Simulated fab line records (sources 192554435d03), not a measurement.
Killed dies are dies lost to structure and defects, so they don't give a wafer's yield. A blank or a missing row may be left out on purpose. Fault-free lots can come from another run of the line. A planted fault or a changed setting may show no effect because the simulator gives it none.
fab line records	flow n5Finfet
record: lots: 6	wafers: 18	lastDay: 22
route steps=1938 shown ZERO_LAYER@4 BEOL_M4@1111
lots with no fault: from the same line, run without faults
startH: the number of hours between the record's first day and the start of the first shown wafer of the lot	waitH: hours since the lot's step before	" repeats the value in the row above	L1.1+2: a single row standing in for several wafers	- value missing, or start not given	* or withheld: withheld	< > ~ a bound
route shown NAME@n: names a module that has steps shown in the file, with the first one's number in the route	usual: mean/standard deviation taken from wafers without a fault	same: alike in all rows	chamber/n: place in a boat	sites: readings site by site	_std_site: standard deviation of those values	_edge_site: the outer-site mean with the inner-site mean subtracted	radiusMm: how far each site lies from the wafer's centre	mask NAME#n: copy n	behind: tool/chamber where the wafer was last shaped	hold: what put the lot on hold/how long, in hours/how the hold closed	device: the n, p or np transistor that did not switch	end of line: tests run on the same wafers once the route is complete	a step without rows: its recipe alone	killed: not the wafer's yield, but the dies lost to structure and defects at the first sort	map: per-die view of a wafer (x killed, . not killed, _ where there is no die)
set.NAME: the setting as run; set.NAME@STEP: as run at that earlier step	model.NAME: the simulator's own value behind a step, which no gauge read
a table for each step, a row for each wafer; lots at some steps of the route
services: from which hour (startH, from the record's first day; less than 0 if before it) a tool's chamber was out of use, for how many hours, and why
== steps ==
step: N5_ZERO_LAYER_PECVD_02
recipe: material: SiO2	targetThkA: 100	tempC: 400	precursor: SiH4/N2O	pressureTorr: 0.75	rfW: 275	timeS: 6
usual: heaterPowerW: 730/71	showerheadPlenumPTorr: 8.08/0.11
lot.wafer	tool	chamber	startH	waitH	heaterPowerW	showerheadPlenumPTorr
L538.3	pecvd-02	0	54.28	0.0	873	8.17
L538.5	"	1	"	"	641	8.12
L538.6	"	0	"	"	883	8.16
L539.2	pecvd-03	0	60.28	0.0	732	8.14
L539.4	"	1	"	"	766	7.87
L539.5	"	2	"	"	852	8.09
L542.3	pecvd-03	1	78.29	0.0	795	7.88
L542.4	"	0	"	"	790	8.16
L542.5	"	2	"	"	723	8.06
L544.1	pecvd-03	0	90.28	0.0	790	8.13
L544.3	"	2	"	"	735	8.10
L544.5	"	0	"	"	766	8.15
L546.4	pecvd-04	1	102.31	0.1	660	8.26
L546.5	"	0	"	"	718	7.98
L546.6	"	2	"	"	684	8.06
L547.1	pecvd-03	1	108.28	0.0	692	7.87
L547.2	"	0	"	"	813	8.16
L547.4	"	2	"	"	726	8.10
step: N5_ZERO_LAYER_HMDS_04
recipe: timeS: 60	tempC: 120
step: N5_ZERO_LAYER_COAT_05
recipe: spinRpm: 1500	resistThkNm: 1000
step: N5_ZERO_LAYER_EBR_07
recipe: solvent: PGMEA	ebrWidthMm: 1.5
step: N5_ZERO_LAYER_SOFTBAKE_06
recipe: tempC: 100	timeS: 90
step: N5_ZERO_LAYER_EXPOSE_08
recipe: maskId: ZERO	na: 0.55	sourceShape: conventional	sigmaOuter: 0.8	polarization: unpolarized	defocusNm: 0	targetCdNm: 2000	doseMj: 16.2
step: N5_ZERO_LAYER_PEB_09
recipe: pebTempC: withheld	pebTimeS: *
step: N5_ZERO_LAYER_DEVELOP_10
recipe: developTimeS: 60	rinseLiquid: diw	dry: airSpin	devTempC: 21
step: N5_ZERO_LAYER_HARDBAKE_23
recipe: tempC: 130	timeS: 120
step: N5_ZERO_LAYER_CD_MEAS_11
recipe: targetCdNm: 2000	landingEnergyEv: 500	detector: seInlens
usual: cdNm: 1999.2/1.6
lot.wafer	tool	chamber	startH	waitH	cdNm
L538.3	cdSem-02	0	54.65	-	1998.4
L538.5	"	0	"	"	1999.5
L538.6	"	0	"	"	1998.3
L539.2	cdSem-02	0	60.77	-	1998.8
L539.4	"	0	"	"	1999.8
L539.5	"	0	"	"	1998.6
L542.3	cdSem-01	0	78.78	-	2000.0
L542.4	"	0	"	"	2001.5
L542.5	"	0	"	"	2000.6
L544.1	cdSem-01	0	90.77	-	1998.2
L544.3	"	0	"	"	1998.7
L544.5	"	0	"	"	2000.6
L546.4	cdSem-03	0	102.65	-	1999.1
L546.5	"	0	"	"	1999.3
L546.6	"	0	"	"	1999.9
L547.1	cdSem-02	0	108.77	-	1996.8
L547.2	"	0	"	"	1997.8
L547.4	"	0	"	"	1997.4
step: N5_ZERO_LAYER_DESCUM_16
recipe: chemistry: O2	timeS: 7.9	sourcePowerW: 50	biasPowerW: 20	pressureMtorr: 20	rfFrequencyHz: 2.712e+07	tempC: 40	o2FlowSccm: 225
usual: drypumpMotorCurrentA: 5.8/0.36	o2FlowSccm: 225.0/0.73	oesProductAu: 0.79/0.093	rfVppV: 243.1/1.4	showerheadPlenumPTorr: 2.09/0.069	tempC: 39.99/0.13	throttleValvePct: 20.45/0.21
lot.wafer	tool	chamber	startH	waitH	drypumpMotorCurrentA	o2FlowSccm	oesProductAu	rfHoursCounterH	rfVppV	showerheadPlenumPTorr	tempC	throttleValvePct
L538.3	rieDiel-03	2	54.68	0.0	5.9	225.2	0.91	15	245.0	2.14	39.86	20.28
L538.5	"	3	"	"	6.2	224.4	0.85	-	243.0	2.03	39.79	20.13
L538.6	"	0	"	"	6.0	225.4	0.98	-	243.1	2.07	39.93	20.55
L539.2	rieDiel-01	1	60.81	0.0	5.6	226.4	0.73	195	241.4	1.99	39.86	20.62
L539.4	"	0	"	"	5.4	224.9	0.69	228	241.9	2.06	39.98	20.72
L539.5	"	2	"	"	5.7	226.0	0.88	-	244.7	2.14	39.95	20.57
L542.3	rieDiel-06	2	78.81	0.0	5.6	223.7	0.83	75	243.8	2.12	40.03	20.31
L542.4	"	0	"	"	6.5	224.4	0.80	113	244.6	2.20	40.18	20.38
L542.5	"	3	"	"	5.8	225.2	0.71	-	241.7	1.99	39.78	20.23
L544.1	rieDiel-01	1	90.80	0.0	5.6	225.9	0.74	205	242.3	1.99	40.14	20.64
L544.3	"	0	"	"	5.4	224.6	0.69	238	243.0	2.06	40.11	20.75
L544.5	"	1	"	"	5.6	226.0	0.73	-	240.3	1.99	39.94	20.65
L546.4	rieDiel-06	0	102.82	0.2	6.5	224.8	0.80	120	244.6	2.20	39.76	20.40
L546.5	"	2	"	"	5.5	225.1	0.83	-	245.3	2.12	40.07	20.32
L546.6	"	1	"	"	6.3	224.9	0.66	-	242.9	2.06	40.10	20.80
L547.1	rieDiel-06	1	108.82	0.1	6.3	224.7	0.66	245	241.6	2.06	40.12	20.80
L547.2	"	2	"	"	5.5	226.2	0.83	84	243.6	2.12	39.97	20.31
L547.4	"	0	"	"	6.5	224.8	0.79	122	244.5	2.20	40.03	20.38
step: N5_ZERO_LAYER_ETCH_17
recipe: chemistry: CF4	target: SiO2	targetDepthA: 120	timeS: 13.3	ionEnergyEv: 350	pressureMtorr: 40	sourceW: 450	biasW: 215	Ar_flow_sccm: 100	cf4FlowSccm: 100
usual: drypumpMotorCurrentA: 5.8/0.36	oesProductAu: 0.79/0.094	rfFwdPowerW: 446.0/1.8	rfVppV: 948/4.1	showerheadPlenumPTorr: 2.14/0.066	throttleValvePct: 15.67/0.22
lot.wafer	tool	chamber	startH	waitH	drypumpMotorCurrentA	oesProductAu	rfFwdPowerW	rfHoursCounterH	rfVppV	showerheadPlenumPTorr	throttleValvePct
L538.3	rieDiel-03	2	54.72	0.0	5.8	0.93	447.7	15	951	2.19	15.50
L538.5	"	3	"	"	6.2	0.86	446.7	-	946	2.09	15.39
L538.6	"	0	"	"	6.0	0.98	447.2	-	947	2.11	15.63
L539.2	rieDiel-01	1	60.84	0.0	5.6	0.73	447.8	195	942	2.04	15.84
L539.4	"	0	"	"	5.4	0.70	446.4	228	947	2.12	15.98
L539.5	"	2	"	"	5.7	0.87	446.5	-	951	2.18	15.74
L542.3	rieDiel-06	2	78.85	0.0	5.5	0.84	445.6	75	950	2.17	15.49
L542.4	"	0	"	"	6.5	0.80	443.4	113	953	2.24	15.53
L542.5	"	3	"	"	5.8	0.72	443.5	-	941	2.04	15.51
L544.1	rieDiel-01	1	90.84	0.0	5.6	0.72	446.2	205	943	2.04	15.87
L544.3	"	0	"	"	5.4	0.68	445.5	238	947	2.12	16.02
L544.5	"	1	"	"	5.6	0.72	446.9	-	941	2.04	15.88
L546.4	rieDiel-06	0	102.86	0.0	6.5	0.79	447.0	120	953	2.23	15.57
L546.5	"	2	"	"	5.5	0.83	443.3	-	950	2.17	15.50
L546.6	"	1	"	"	6.2	0.67	448.3	-	948	2.12	16.10
L547.1	rieDiel-06	1	108.86	0.0	6.3	0.67	444.4	245	946	2.12	16.10
L547.2	"	2	"	"	5.5	0.83	444.2	84	951	2.17	15.51
L547.4	"	0	"	"	6.5	0.79	443.5	122	955	2.23	15.57
step: N5_ZERO_LAYER_ETCH_18
recipe: chemistry: HBr/Cl2	target: Si	targetDepthA: 1200	timeS: 40	pressureMtorr: 10	icpW: 800	biasW: 75	HBr_flow_sccm: 150	Cl2_flow_sccm: 80
usual: drypumpMotorCurrentA: 5.8/0.46	oesProductAu: 0.999/0.016	rfFwdPowerW: 795.1/2.9	throttleValvePct: 36.40/0.25
lot.wafer	tool	chamber	startH	waitH	drypumpMotorCurrentA	oesProductAu	rfFwdPowerW	rfHoursCounterH	throttleValvePct	model.ZERO_LAYER.featureDepthNm	model.etch.depthNm
L538.3	rieSi-01	0	54.79	0.0	4.9	1.016	799.2	110	36.78	120.5	120.5
L538.5	"	1	"	"	5.1	0.988	793.3	-	36.42	121.2	121.2
L538.6	"	2	"	"	5.9	0.973	795.9	-	35.93	116.9	116.9
L539.2	rieSi-05	0	60.91	0.0	6.0	0.990	796.0	16	36.11	119.5	119.5
L539.4	"	2	"	"	5.9	1.010	794.9	89	36.54	121.8	121.8
L539.5	"	2	"	"	5.9	1.001	793.4	-	36.52	121.2	121.2
L542.3	rieSi-03	3	78.92	0.0	6.2	1.010	794.9	3	36.30	119.9	119.9
L542.4	"	0	"	"	5.9	0.989	791.5	4	36.60	122	122
L542.5	"	2	"	"	5.7	1.005	797.9	-	36.42	120.2	120.2
L544.1	rieSi-05	1	90.91	0.0	6.3	1.019	793.6	29	36.26	120	120
L544.3	"	0	"	"	6.0	0.988	796.1	16	36.11	119.7	119.7
L544.5	"	1	"	"	6.3	1.033	792.3	-	36.27	120.2	120.2
L546.4	rieSi-01	0	102.93	0.0	4.9	1.002	792.5	111	36.77	122.3	122.3
L546.5	"	2	"	"	5.9	0.977	793.9	-	35.94	118.3	118.3
L546.6	"	3	"	"	5.8	1.000	989.8	-	36.66	130.7	130.7
L547.1	rieSi-01	2	108.93	0.0	5.8	0.967	789.2	103	35.94	117.8	117.8
L547.2	"	0	"	"	4.9	1.007	794.0	111	36.75	121.4	121.4
L547.4	"	3	"	"	5.8	0.992	989.8	25	36.64	132.4	132.4
step: N5_ZERO_LAYER_STRIP_24
recipe: chemistry: O2	powerW: 1000	tempC: 250	overashFraction: 0.3	pressureMtorr: 1000	o2FlowSccm: 6750
usual: drypumpMotorCurrentA: 6.0/0.48	heaterPowerW: 303/16	o2FlowSccm: 6752/21	oesProductAu: 0.647/0.0041	stripTimeToEndpointS: 43.85/0.093	tempC: 250.04/0.18
lot.wafer	tool	chamber	startH	waitH	drypumpMotorCurrentA	heaterPowerW	o2FlowSccm	oesProductAu	rfHoursCounterH	stripTimeToEndpointS	tempC
L538.3	plasmaAsher-01	1	54.91	0.1	6.0	300	6715	0.647	-	43.78	250.04
L538.5	"	0	"	"	6.0	284	6742	0.637	-	43.84	250.06
L538.6	"	1	"	"	6.1	292	6737	0.648	-	43.72	250.04
L539.2	plasmaAsher-01	0	61.02	0.1	6.0	282	6724	0.646	78	43.77	249.92
L539.4	"	0	"	"	6.0	286	6745	0.640	-	43.69	250.05
L539.5	"	1	"	"	6.1	301	6774	0.641	-	43.70	250.14
L542.3	plasmaAsher-02	0	79.04	0.1	6.6	326	6739	0.649	-	43.66	250.19
L542.4	"	1	"	"	5.1	323	6764	0.638	-	43.67	249.74
L542.5	"	1	"	"	5.1	318	6762	0.646	-	43.58	249.83
L544.1	plasmaAsher-02	1	91.02	0.1	5.1	320	6738	0.654	44	43.87	250.05
L544.3	"	0	"	"	6.6	318	6748	0.654	-	43.78	249.82
L544.5	"	1	"	"	5.1	318	6747	0.643	-	43.80	250.12
L546.4	plasmaAsher-02	0	103.06	0.1	6.6	323	6708	0.644	-	43.82	250.15
L546.5	"	0	"	"	6.6	328	6702	0.642	-	43.76	250.38
L546.6	"	1	"	"	5.1	316	6762	0.650	-	43.72	250.09
L547.1	plasmaAsher-01	1	109.07	0.1	6.0	294	6752	0.652	89	43.93	250.28
L547.2	"	0	"	"	6.0	292	6699	0.643	89	43.80	250.21
L547.4	"	0	"	"	6.0	284	6724	0.653	-	43.73	250.02
step: N5_BEOL_M4_RC_MEAS_101
usual: DIBL_N: 36.3/1.1	DIBL_P: 36.3/1.4	IOFF_N: 0.155/0.019	IOFF_P: 0.211/0.027	ION_N: 672/8.5	ION_P: 462/5.8	SS_N: 71.5/0.56	SS_P: 73.3/0.52	VT_N: 249.9/2.5	VT_P: -249.8/2.8
lot.wafer	tool	chamber	startH	waitH	DIBL_N[mV/V]	DIBL_P[mV/V]	IOFF_N[nA/um]	IOFF_P[nA/um]	ION_N[uA/um]	ION_P[uA/um]	SS_N[mV/dec]	SS_P[mV/dec]	VT_N[mV]	VT_P[mV]
L538.3	prober-02	0	289.88	0.3	35.3	35.3	0.149	0.185	672	461	71.3	73.5	249.7	-252.8
L538.5	"	0	"	"	36.5	37.0	0.173	0.213	683	468	71.7	73.4	246.0	-247.2
L538.6	"	0	"	"	37.4	37.2	0.183	0.226	678	457	71.5	73.6	247.7	-249.5
L542.3	prober-01	0	324.41	0.3	36.5	36.3	0.144	0.179	664	454	71.0	72.9	252.7	-253.3
L542.4	"	0	"	"	37.4	38.0	0.157	0.202	668	453	71.6	73.4	251.0	-252.1
L542.5	"	0	"	"	37.2	37.4	0.153	0.197	668	454	72.6	73.4	248.3	-252.3
L544.1	prober-01	0	346.49	0.0	37.2	38.0	0.160	0.261	667	461	72.4	74.0	251.0	-245.5
L544.3	"	0	"	"	37.6	37.7	0.167	0.255	670	464	72.8	73.9	249.2	-244.0
L544.5	"	0	"	"	37.1	35.7	0.153	0.217	664	457	73.1	73.4	250.6	-251.0
L547.1	prober-01	0	351.28	0.0	34.7	36.1	0.133	0.200	662	465	71.6	72.9	254.5	-250.6
L547.2	"	0	"	"	36.5	37.6	0.151	0.209	661	458	72.0	73.4	251.8	-251.9
L547.4	"	0	"	"	34.4	35.6	0.121	0.182	649	455	71.0	72.5	253.4	-251.4
L546.4	prober-01	0	391.78	0.5	35.9	36.0	0.159	0.206	676	458	71.5	72.8	250.5	-248.7
L546.5	"	0	"	"	36.1	36.5	0.168	0.222	681	466	71.4	73.5	247.5	-247.2
L546.6	"	0	"	"	35.2	35.5	0.148	0.201	674	467	70.6	73.2	250.6	-250.8
L539.2	prober-02	0	399.79	0.2	37.0	38.3	0.162	0.214	675	466	71.3	73.5	246.4	-249.6
L539.4	"	0	"	"	33.6	32.5	0.105	0.142	658	454	70.4	72.8	255.7	-256.8
L539.5	"	0	"	"	34.7	34.7	0.118	0.173	652	458	70.4	73.1	253.0	-253.3
== services ==
tool	chamber	startH	hours	kind
pecvd-03	-	31.31	1.3	repair
pecvd-02	-	31.44	0.4	repair
rieDiel-01	1	48.99	5.8	repair
plasmaAsher-01	-	58.58	1.2	repair
pecvd-02	0	59.06	16.5	scheduledDown
pecvd-03	1	65.16	3.6	repair
rieSi-05	1	74.49	10.9	repair
rieDiel-01	3	77.62	-	clean
rieDiel-01	3	77.62	-	consumableReplace:focusRing
rieDiel-01	3	77.62	17.9	scheduledDown
rieDiel-01	3	77.62	17.9	ventCycle
rieDiel-03	-	82.64	0.7	repair
rieSi-05	0	92.54	11.7	repair
rieSi-05	2	97.20	1.3	repair
rieDiel-03	3	106.94	1.8	repair
== key ==
firstSign: step: N5_ZERO_LAYER_ETCH_18	reading: rfFwdPowerW	direction: up	sigmas: 67	usual: *	struck: *
effect none on later readings
modelEffect: step: N5_ZERO_LAYER_ETCH_18	value: ZERO_LAYER.featureDepthNm	without: 119	struck: 131.6
metAt N5_ZERO_LAYER_ETCH_18
struckWafers L546.6,L547.4
fault: kind: processParameterDrift	tool: rieSi-01	chamber: 3	onsetH: 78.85	steps: N5_ZERO_LAYER_ETCH_18	channel: icpW	offset: 192	shape: step	endH: 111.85	actsIn: theseRecipesOnly	stated: 800
